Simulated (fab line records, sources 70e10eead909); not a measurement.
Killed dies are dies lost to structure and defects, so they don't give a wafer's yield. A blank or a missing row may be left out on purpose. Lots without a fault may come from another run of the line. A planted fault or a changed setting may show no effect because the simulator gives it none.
fab line records | flow nand_harc
record lots=12 wafers=36 last_day=33
route steps=1302 shown A_M0@1161 A_M1@1176 END@1302
lots that met no fault: from a run of the same line without faults
start_h: hours from the record's first day to the start of the lot's first wafer shown | wait_h: hours since the lot's step before | " the same as in the row above | L1.1+2: a row that stands for several wafers | - no value, or no start given | * or withheld: withheld | < > ~ a bound
route shown NAME@n: a module of which the file shows steps, and the number in the route of the first | usual: mean/standard deviation of fault-free wafers | same: alike in all rows | chamber/n: place in a boat | sites: the reading at each site | _std_site: their standard deviation | _edge_site: outer sites' mean less inner sites' | radius_mm: how far each site lies from the wafer's centre | mask NAME#n: copy n | behind: the tool/chamber that last shaped the wafer | hold: why the lot was held/for how many hours/how that ended | device: the transistor (n, p or np) that didn't switch | end of line: the same wafers' tests at the end of the route | a step without rows: its recipe alone | killed: dies lost to structure and defects at the first sort, not the wafer's yield | map: a wafer's dies, x killed, . not, _ none there
set.NAME: the setting as run; set.NAME@STEP: as run at that earlier step | model.NAME: the simulator's own value behind a step, which no gauge read
steps of the route over a sample of lots; a table a step, a row a wafer
services: from which hour (start_h, from the record's first day; less than 0 if before it) a tool's chamber was out of use, for how many hours, and why
## steps
# step NHARC_A_M0_ANNEAL_30
# recipe temp_c=225 time_s=90
# usual wafer_temp_C_max=226.5/0.39
# columns lot.wafer tool chamber start_h wait_h wafer_temp_C_max
L858.3 rtp_anneal-01 0 544.74 - 226.8
L858.5 " 0 " " 226.4
L858.6 " 0 " " 226.8
L859.2 rtp_anneal-01 0 579.97 - 226.8
L859.3 " 0 " " 227.0
L859.4 " 0 " " 227.0
L862.1 rtp_anneal-02 0 582.96 - 225.7
L862.5 " 0 " " 226.1
L862.6 " 0 " " 226.0
L861.3 rtp_anneal-01 0 589.26 0.3 227.0
L861.4 " 0 " " 227.1
L861.5 " 0 " " 226.3
L864.3 rtp_anneal-01 0 608.53 0.3 227.3
L864.4 " 0 " " 226.8
L864.6 " 0 " " 226.9
L867.1 rtp_anneal-01 0 624.03 - 226.3
L867.3 " 0 " " 227.2
L867.4 " 0 " " 226.9
L866.2 rtp_anneal-01 0 630.28 - 226.9
L866.3 " 0 " " 226.7
L866.5 " 0 " " 226.6
L868.1 rtp_anneal-01 0 643.65 0.3 226.7
L868.3 " 0 " " 227.1
L868.4 " 0 " " 226.4
L875.1 rtp_anneal-02 0 722.60 - 226.5
L875.4 " 0 " " 226.1
L875.5 " 0 " " 226.5
L877.1 rtp_anneal-02 0 732.62 0.3 226.2
L877.3 " 0 " " 226.0
L877.5 " 0 " " 226.4
L876.1 rtp_anneal-02 0 737.27 - 225.8
L876.4 " 0 " " 226.0
L876.6 " 0 " " 225.7
L878.3 rtp_anneal-02 0 740.20 - 226.1
L878.4 " 0 " " 226.4
L878.5 " 0 " " 226.3
# step NHARC_A_M0_PRE_CLEAN_31
# recipe time_s=12 temp_c=370 rf_power_w=300 gas=NH3
# usual heater_power_w=641/89
# columns lot.wafer tool chamber start_h wait_h heater_power_w
L858.3 pecvd-04 0 545.53 0.1 658
L858.5 " 0 " " 671
L858.6 " 1 " " 645
L859.3 pecvd-01 2 580.81 0.1 749
L859.2 " 0 " " 798
L859.4 " 1 " " 697
L862.1 pecvd-04 1 583.86 0.1 609
L862.6 " 0 " " 669
L862.5 " 1 " " 584
L861.3 pecvd-04 2 590.04 0.1 693
L861.4 " 2 " " 696
L861.5 " 0 " " 647
L864.3 pecvd-04 1 609.32 0.1 663
L864.6 " 1 " " 675
L864.4 " 2 " " 669
L867.3 pecvd-03 1 624.91 0.1 524
L867.1 " 0 " " 632
L867.4 " 1 " " 523
L866.3 pecvd-03 1 631.15 0.1 496
L866.2 " 2 " " 505
L866.5 " 1 " " 485
L868.1 pecvd-01 1 644.53 0.1 663
L868.3 " 0 " " 837
L868.4 " 0 " " 831
L875.1 pecvd-04 1 723.52 0.1 597
L875.5 " 2 " " 648
L875.4 " 1 " " 619
L877.3 pecvd-04 2 733.51 0.1 598
L877.1 " 0 " " 645
L877.5 " 1 " " 593
L876.1 pecvd-03 2 738.18 0.1 532
L876.4 " 1 " " 550
L876.6 " 2 " " 538
L878.3 pecvd-04 0 740.98 0.1 687
L878.4 " 0 " " 711
L878.5 " 1 " " 639
# step NHARC_A_M1_EXPOSE_06
# recipe na=1.35 target_cd_nm=120 dose_mj=75.13 mask_id=A_M1
# usual exposure_dose_mJ_cm2=75.09/0.08
# same na=1.35
# columns lot.wafer tool chamber start_h wait_h mask exposure_dose_mJ_cm2
L858.3 arfi_scanner-01 0 546.59 - A_M1#0 75.08
L858.5 " 0 " " A_M1#0 75.07
L858.6 " 0 " " A_M1#0 75.06
L859.2 arfi_scanner-02 0 582.00 - A_M1#0 75.18
L859.3 " 0 " " A_M1#0 75.18
L859.4 " 0 " " A_M1#0 75.22
L862.1 arfi_scanner-03 0 585.04 - A_M1#0 75.02
L862.5 " 0 " " A_M1#0 74.94
L862.6 " 0 " " A_M1#0 74.99
L861.3 arfi_scanner-02 0 591.22 - A_M1#0 75.06
L861.4 " 0 " " A_M1#0 75.00
L861.5 " 0 " " A_M1#0 75.09
L864.3 arfi_scanner-01 0 610.50 - A_M1#0 74.99
L864.4 " 0 " " A_M1#0 75.13
L864.6 " 0 " " A_M1#0 75.13
L867.1 arfi_scanner-03 0 626.10 - A_M1#0 75.07
L867.3 " 0 " " A_M1#0 75.06
L867.4 " 0 " " A_M1#0 75.01
L866.2 arfi_scanner-01 0 632.70 - A_M1#0 75.04
L866.3 " 0 " " A_M1#0 75.09
L866.5 " 0 " " A_M1#0 75.14
L868.1 arfi_scanner-01 0 645.59 - A_M1#0 75.05
L868.3 " 0 " " A_M1#0 74.97
L868.4 " 0 " " A_M1#0 75.20
L875.1 arfi_scanner-03 0 724.67 - A_M1#0 93.90
L875.4 " 0 " " A_M1#0 93.89
L875.5 " 0 " " A_M1#0 94.06
L877.1 arfi_scanner-03 0 734.70 - A_M1#0 90.24
L877.3 " 0 " " A_M1#0 90.24
L877.5 " 0 " " A_M1#0 90.19
L876.1 arfi_scanner-03 0 739.22 - A_M1#0 87.08
L876.4 " 0 " " A_M1#0 87.14
L876.6 " 0 " " A_M1#0 87.11
L878.3 arfi_scanner-01 0 742.18 - A_M1#0 75.07
L878.4 " 0 " " A_M1#0 75.19
L878.5 " 0 " " A_M1#0 75.15
# step NHARC_A_M1_CD_MEAS_09
# recipe target_cd_nm=120 landing_energy_ev=500
# usual cd_nm=120.2/0.47
# columns lot.wafer tool chamber start_h wait_h cd_nm
L858.3 cd_sem-02 0 546.73 - 120.0
L858.5 " 0 " " 120.0
L858.6 " 0 " " 119.8
L859.2 cd_sem-03 0 582.14 - 119.8
L859.3 " 0 " " 119.9
L859.4 " 0 " " 120.3
L862.1 cd_sem-01 0 585.18 - 120.0
L862.5 " 0 " " 120.1
L862.6 " 0 " " 119.6
L861.3 cd_sem-01 0 591.36 - 119.9
L861.4 " 0 " " 120.8
L861.5 " 0 " " 120.5
L864.3 cd_sem-01 0 610.64 - 120.2
L864.4 " 0 " " 119.9
L864.6 " 0 " " 120.3
L867.1 cd_sem-03 0 626.24 - 121.2
L867.3 " 0 " " 120.1
L867.4 " 0 " " 120.1
L866.2 cd_sem-01 0 632.83 - 120.3
L866.3 " 0 " " 119.4
L866.5 " 0 " " 120.0
L868.1 cd_sem-03 0 645.73 - 120.4
L868.3 " 0 " " 119.7
L868.4 " 0 " " 120.1
L875.1 cd_sem-02 0 724.81 - 133.3
L875.4 " 0 " " 133.0
L875.5 " 0 " " 133.0
L877.1 cd_sem-02 0 734.84 - 131.5
L877.3 " 0 " " 131.4
L877.5 " 0 " " 131.3
L876.1 cd_sem-01 0 739.36 - 129.8
L876.4 " 0 " " 129.1
L876.6 " 0 " " 129.9
L878.3 cd_sem-02 0 742.31 - 120.1
L878.4 " 0 " " 120.6
L878.5 " 0 " " 120.4
# step NHARC_A_M1_ETCH_28
# recipe target_depth_a=300 over_etch_frac=0.3 time_s=72.99 ion_energy_ev=150 cf4_flow_sccm=50 n2_flow_sccm=100 ar_flow_sccm=150 rf_w=300 bias_w=100 chemistry=CF4/N2
# usual drypump_motor_current_A=5.9/0.56 oes_product_au=1.000/0.0071 rf_vpp_V=314.0/2 showerhead_plenum_p_Torr=2.62/0.11 throttle_valve_pct=19.796/0.0085
# columns lot.wafer tool chamber start_h wait_h drypump_motor_current_A oes_product_au rf_hours_counter_h rf_vpp_V showerhead_plenum_p_Torr throttle_valve_pct
L858.3 rie_diel-04 1 - - 5.7 1.004 0.4 313.1 2.55 19.794
L858.5 " 2 " " 5.8 1.001 - 312.4 2.54 19.803
L858.6 " 3 " " 5.5 0.988 - 313.3 2.51 19.812
L859.4 rie_diel-12 1 - - 6.2 1.002 6.1 314.0 2.67 19.802
L859.2 " 2 " " 6.5 1.006 8.2 317.0 2.76 19.798
L859.3 " 3 " " 5.9 0.997 7.4 314.3 2.61 19.796
L862.1 rie_diel-10 2 - - 6.2 0.996 3.8 316.9 2.82 19.795
L862.6 " 2 " " 6.2 0.996 - 316.9 2.82 19.790
L862.5 " 3 " " 6.7 1.002 - 312.3 2.51 19.783
L861.3 rie_diel-10 2 - - 6.2 0.987 4.1 318.7 2.82 19.799
L861.4 " 1 " " 5.0 1.012 4.2 317.4 2.79 19.802
L861.5 " 3 " " 6.7 1.003 - 312.3 2.51 19.794
L864.3 rie_diel-12 1 - - 6.2 0.996 7.7 314.1 2.67 19.796
L864.4 " 3 " " 5.9 1.005 10.2 314.0 2.61 19.791
L864.6 " 0 " " 4.7 0.987 - 313.4 2.59 19.796
L867.4 rie_diel-10 3 - - 6.8 0.994 0.5 312.2 2.51 19.808
L867.3 " 1 " " 5.0 0.998 0.7 318.0 2.79 19.764
L867.1 " 2 " " 6.2 0.992 0.6 317.0 2.82 19.795
L866.2 rie_diel-04 1 - - 5.7 1.013 5.2 313.4 2.54 19.793
L866.3 " 2 " " 5.8 1.000 5.4 312.1 2.54 19.804
L866.5 " 1 " " 5.7 1.006 - 313.0 2.54 19.786
L868.1 rie_diel-12 0 - - 4.7 0.993 1.7 313.5 2.59 19.794
L868.4 " 1 " " 6.2 1.001 1.5 314.2 2.67 19.789
L868.3 " 2 " " 6.5 0.998 1.7 317.1 2.76 19.804
L875.1 rie_diel-04 1 - - 5.8 1.008 0.7 312.1 2.54 19.800
L875.4 " 0 " " 5.9 0.990 0.9 311.7 2.49 19.795
L875.5 " 1 " " 5.7 0.999 - 313.0 2.54 19.791
L877.3 rie_diel-12 0 - - 4.7 1.004 5.8 313.6 2.59 19.790
L877.1 " 2 " " 6.5 0.994 6.1 316.3 2.76 19.802
L877.5 " 1 " " 6.2 1.001 - 314.9 2.66 19.799
L876.1 rie_diel-10 2 - - 6.2 1.005 3.8 317.3 2.82 19.798
L876.4 " 0 " " 6.2 1.011 3.7 313.3 2.59 19.805
L876.6 " 3 " " 6.7 1.002 - 312.9 2.51 19.795
L878.4 rie_diel-10 3 - - 6.7 0.990 3.8 312.5 2.51 19.794
L878.3 " 1 " " 5.0 0.995 3.9 316.0 2.79 19.806
L878.5 " 3 " " 6.7 0.991 - 312.6 2.51 19.801
# step NHARC_END_SORT_01
# recipe temp_c=25
# usual defect_limited_yield=91.4/2.9 killed_at_array=54/20 killed_at_other=0.9/1.1 killed_at_periphery=3.8/2.4 killed_dies=58/20 killed_open=3.5/1.9 killed_short=2.5/1.6 sort_bin_2_pct=3.1/1.2 sort_bin_3_pct=0.6/0.39 sort_bin_4_pct=4.9/1.7 sort_n_pass=619/20 sort_rim_yield_pct=91/4.3 sort_yield_pct=91.4/2.9
# same gross_dies=677 sort_bin_5_pct[%]=0 sort_bin_6_pct[%]=0 sort_bin_7_pct[%]=0 sort_bin_8_pct[%]=0 sort_rim_n_gross=106.00
# columns lot.wafer tool chamber start_h wait_h defect_limited_yield[%] killed_at_array killed_at_other killed_at_periphery killed_dies killed_open killed_short sort_bin_2_pct[%] sort_bin_3_pct[%] sort_bin_4_pct[%] sort_n_pass sort_rim_yield_pct[%] sort_yield_pct[%]
L862.1 prober-02 0 617.18 2.5 90.0 64 0 4 68 5 5 3.7 0.7 5.6 609 92 90.0
L862.5 prober-02 0 620.43 3.8 89.7 67 1 2 70 3 3 3.5 0.4 6.4 607 92 89.7
L862.6 prober-02 0 621.24 4.1 89.8 64 1 4 69 1 3 4.6 0.6 5.0 608 91 89.8
L877.1 prober-01 0 770.68 2.5 94.5 30 4 3 37 4 4 1.2 1.3 3.0 640 92 94.5
L877.3 prober-01 0 772.26 3.1 93.5 38 4 2 44 2 3 2.2 0.3 4.0 633 94 93.5
L877.5 prober-01 0 773.84 3.7 95.0 29 5 0 34 3 1 1.5 0.1 3.4 643 91 95.0
L876.1 prober-02 0 777.17 2.5 89.8 66 1 2 69 4 1 3.7 0.9 5.6 608 94 89.8
L876.4 prober-02 0 779.58 3.4 90.7 62 0 1 63 5 5 4.1 0.7 4.4 614 97 90.7
L876.6 prober-02 0 781.19 4.0 90.7 61 0 2 63 3 3 4.0 0.7 4.6 614 92 90.7
# killed by level:class
L862.1 A_SLIT:chamber_film_flake=26 A_CHANNEL_HOLE_D2:chamber_film_flake=22 A_CONTACT:chamber_film_flake=4 A_ONON_D1:geometric_particle:open=2 A_M0:geometric_particle:short=2 P_M0:chamber_film_flake=2 P_M0:geometric_particle:open=1 P_M1:geometric_particle:short=1
L862.5 A_SLIT:chamber_film_flake=26 A_CHANNEL_HOLE_D2:chamber_film_flake=26 A_CONTACT:chamber_film_flake=4 A_CHANNEL_HOLE_D1:chamber_film_flake=2 A_DECK1_JOINT:chamber_film_flake=2 P_CONTACT:geometric_particle:open=1 A_ONON_D1:geometric_particle:open=1 A_CHANNEL_HOLE_D1:geometric_particle:short=1
L862.6 A_CHANNEL_HOLE_D2:chamber_film_flake=41 A_SLIT:chamber_film_flake=12 A_CONTACT:chamber_film_flake=3 P_GATE:chamber_film_flake=2 A_DECK1_JOINT:chamber_film_flake=2 P_CONTACT:geometric_particle:short=1 A_ONON_D1:geometric_particle:short=1 A_WL_FILL:geometric_particle:short=1
L877.1 A_CHANNEL_HOLE_D2:chamber_film_flake=13 A_SLIT:chamber_film_flake=6 THIN_TSV:chamber_film_flake=4 A_M1:area_expose=3 P_CONTACT:geometric_particle:open=1 P_M0:geometric_particle:short=1 P_M1:geometric_particle:open=1 A_ONON_D1:geometric_particle:open=1
L877.3 A_CHANNEL_HOLE_D1:chamber_film_flake=12 A_CHANNEL_HOLE_D2:chamber_film_flake=11 A_CONTACT:chamber_film_flake=4 A_STAIRCASE:chamber_film_flake=3 A_SLIT:chamber_film_flake=3 THIN_TSV:chamber_film_flake=3 A_CHANNEL_FILL_D1:chamber_film_flake=2 P_M1:geometric_particle:short=1
L877.5 A_CHANNEL_HOLE_D2:chamber_film_flake=10 THIN_TSV:chamber_film_flake=5 A_SLIT:chamber_film_flake=4 A_CONTACT:chamber_film_flake=3 A_CHANNEL_HOLE_D1:chamber_film_flake=2 A_DECK1_JOINT:chamber_film_flake=2 A_STAIRCASE:chamber_film_flake=2 A_ONON_D1:geometric_particle:open=1
L876.1 A_SLIT:chamber_film_flake=36 A_CHANNEL_HOLE_D1:chamber_film_flake=11 A_CONTACT:chamber_film_flake=6 A_BLC:chamber_film_flake=4 A_STAIRCASE:chamber_film_flake=2 P_CONTACT:geometric_particle:open=1 A_ONON_D1:geometric_particle:open=1 A_ONON_D2:geometric_particle:open=1
L876.4 A_SLIT:chamber_film_flake=30 A_CHANNEL_HOLE_D1:chamber_film_flake=10 A_BLC:chamber_film_flake=7 A_CONTACT:chamber_film_flake=5 A_WL_FILL:geometric_particle:short=2 P_M1:geometric_particle:open=1 A_SOURCE_PLATE:geometric_particle:open=1 A_ONON_D1:geometric_particle:open=1
L876.6 A_SLIT:chamber_film_flake=30 A_CHANNEL_HOLE_D1:chamber_film_flake=7 A_BLC:chamber_film_flake=6 A_CONTACT:chamber_film_flake=4 A_M1:area_expose=3 A_STAIRCASE:chamber_film_flake=2 P_GATE:geometric_particle:open=1 A_ONON_D1:geometric_particle:short=1
## services
# columns tool chamber start_h hours kind
rie_diel-12 1 528.96 4.9 repair
rie_diel-04 1 530.65 3.1 repair
rie_diel-04 - 531.90 9.0 pm
arfi_scanner-01 - 536.55 0.7 repair
arfi_scanner-03 - 540.00 4.0 pm
rie_diel-04 3 561.24 5.2 repair
rie_diel-10 3 595.31 17.3 repair
arfi_scanner-01 - 596.00 4.0 pm
rie_diel-10 - 598.02 9.0 pm
rie_diel-12 - 622.40 9.0 pm
pecvd-04 - 631.51 13.0 pm
arfi_scanner-03 - 636.32 1.0 repair
arfi_scanner-03 - 650.27 1.5 repair
rie_diel-10 - 685.05 0.4 repair
rie_diel-10 0 687.42 1.5 repair
arfi_scanner-01 - 687.52 6.6 repair
arfi_scanner-03 - 697.78 1.4 repair
arfi_scanner-01 - 698.13 0.5 repair
arfi_scanner-03 - 712.00 4.0 pm
rie_diel-12 3 716.63 2.9 repair
rie_diel-10 - 722.77 0.7 repair
rie_diel-12 0 725.34 7.8 repair
arfi_scanner-03 - 732.70 0.3 repair
rie_diel-12 1 740.13 10.0 repair
## key
first_sign step=NHARC_A_M1_EXPOSE_06 reading=exposure_dose_mJ_cm2 direction=up sigmas=99+ usual=75.09 struck=90.43
effect step=NHARC_A_M1_CD_MEAS_09 reading=cd_nm direction=up sigmas=24 usual=120.2 struck=131.4 through=control_loop
met_at NHARC_A_M1_EXPOSE_06
struck_lots L875,L876,L877
sort_left_out L875.1,L875.4,L875.5
loop_trim step=NHARC_A_M1_EXPOSE_06 setting=dose lots=L876,L877
not_acting_at NHARC_A_M0_ANNEAL_30,NHARC_A_M0_PRE_CLEAN_31,NHARC_A_M1_ETCH_28
onset_between 626.10 724.67
fault kind=process_parameter_drift tool=arfi_scanner-03 chamber=- onset_h=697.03 steps=NHARC_A_M1_EXPOSE_06 channel=dose_mj offset=18.942 shape=step acts_in=these_recipes_only stated=75.13
# sort_left_out: the simulated sort isn't trusted on such a fault, so these wafers' sort isn't shown, and their yield isn't known
# loop_trim: a control loop set the setting to another value than it would have without faults
